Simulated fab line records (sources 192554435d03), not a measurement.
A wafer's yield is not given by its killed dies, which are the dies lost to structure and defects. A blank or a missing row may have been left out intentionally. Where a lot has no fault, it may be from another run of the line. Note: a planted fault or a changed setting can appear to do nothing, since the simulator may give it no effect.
Chamber matching | flow n5Finfet | 4 sister chambers for N5_PASSIVATION_STRIP_48 on rieDiel-01
The step strips in O2. 8 wafers are shown with their chamber, then 8 later ones without.

== WAFERS, EACH WITH ITS CHAMBER ==
wafer  | chamber | showerheadPlenumPTorr (Torr) | drypumpMotorCurrentA (A)
L088.2 | 3       | 2.12                         | 5.6
L088.4 | 2       | 2.20                         | 5.0
L088.5 | 0       | 2.14                         | 6.6
L088.6 | 1       | 2.25                         | 5.8
L089.1 | 0       | 2.14                         | 6.5
L089.2 | 1       | 2.25                         | 5.7
L089.3 | 3       | 2.11                         | 5.7
L089.4 | 2       | 2.20                         | 5.1

== WAFERS WITH NO CHAMBER GIVEN ==
wafer  | showerheadPlenumPTorr (Torr) | drypumpMotorCurrentA (A)
L089.5 | 2.20                         | 5.1
L089.6 | 2.25                         | 5.7
L090.1 | 2.25                         | 5.8
L090.2 | 2.11                         | 5.6
L090.3 | 2.20                         | 5.1
L090.4 | 2.13                         | 6.6
L090.5 | 2.11                         | 5.7
L090.6 | 2.13                         | 6.5

== CHAMBER TAKEN BY EACH ==
wafer  | from the rows above | in truth
L089.5 | 2                   | 2
L089.6 | 1                   | 1
L090.1 | 1                   | 1
L090.2 | 3                   | 3
L090.3 | 2                   | 2
L090.4 | 0                   | 0
L090.5 | 3                   | 3
L090.6 | 0                   | 0
Correctly placed: 8 of 8. Not placeable from these rows: 0. 0 placed wrongly.
How it was worked out, from the rows above alone: a wafer's distance from a chamber is the root of the sum, over the readings, of the square of ((its reading less the chamber's mean) divided by the reading's scatter). If the next closest chamber is less than 2 further off than the closest, the wafer can't be placed; otherwise it belongs to the closest. For every chamber, the mean is computed from those of its wafers that are shown. How the scatter is found: for the shown wafers, subtract from each reading the mean of its chamber, square and add these, divide the total by (wafers less chambers), then take the root.
